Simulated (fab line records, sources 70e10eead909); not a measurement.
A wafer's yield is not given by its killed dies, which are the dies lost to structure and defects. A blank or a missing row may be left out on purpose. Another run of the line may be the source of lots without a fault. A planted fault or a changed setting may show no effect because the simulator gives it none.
Matching of chambers    flow nand harc    4 sister chambers for NHARC_P_BONDPAD_ETCH_37 on rie diel-08
The step etches the open film in N2/H2, target depth 60 nm, overetch 18 nm, time 65.91 s. 4 wafers are shown with their chamber, then 7 later ones without.

WAFERS, EACH WITH ITS CHAMBER
wafer   chamber  drypump motor current A (A)
L228.1  2        5.94
L229.2  0        5.92
L231.1  3        5.68
L231.4  1        6.34

WAFERS MISSING THEIR CHAMBER
wafer   drypump motor current A (A)
L231.6  6.34
L235.1  5.59
L235.3  6.34
L235.6  6.00
L241.1  5.90
L241.3  6.01
L241.4  6.32

CHAMBER TAKEN BY EACH
wafer   from the rows above      in truth
L231.6  1                        1
L235.1  3                        3
L235.3  1                        1
L235.6  can't be placed: 2 or 0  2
L241.1  can't be placed: 0 or 2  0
L241.3  can't be placed: 2 or 0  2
L241.4  1                        1
Placed correctly: 4 of 7. Unplaceable from these rows: 3, with the true chamber sitting among the candidates in 3. Wrongly placed: 0.
How it was worked out, from the rows above alone: a wafer's distance from a chamber is the root of the sum, over the readings, of the square of ((its reading less the chamber's mean) divided by the reading's scatter). If the next closest chamber is less than 2 further off than the closest, the wafer can't be placed; otherwise it belongs to the closest. For every chamber, the mean is computed from those of its wafers that are shown. The scatter: root of mean squared gap, hidden wafer to nearest shown wafer, with one shown wafer a chamber.
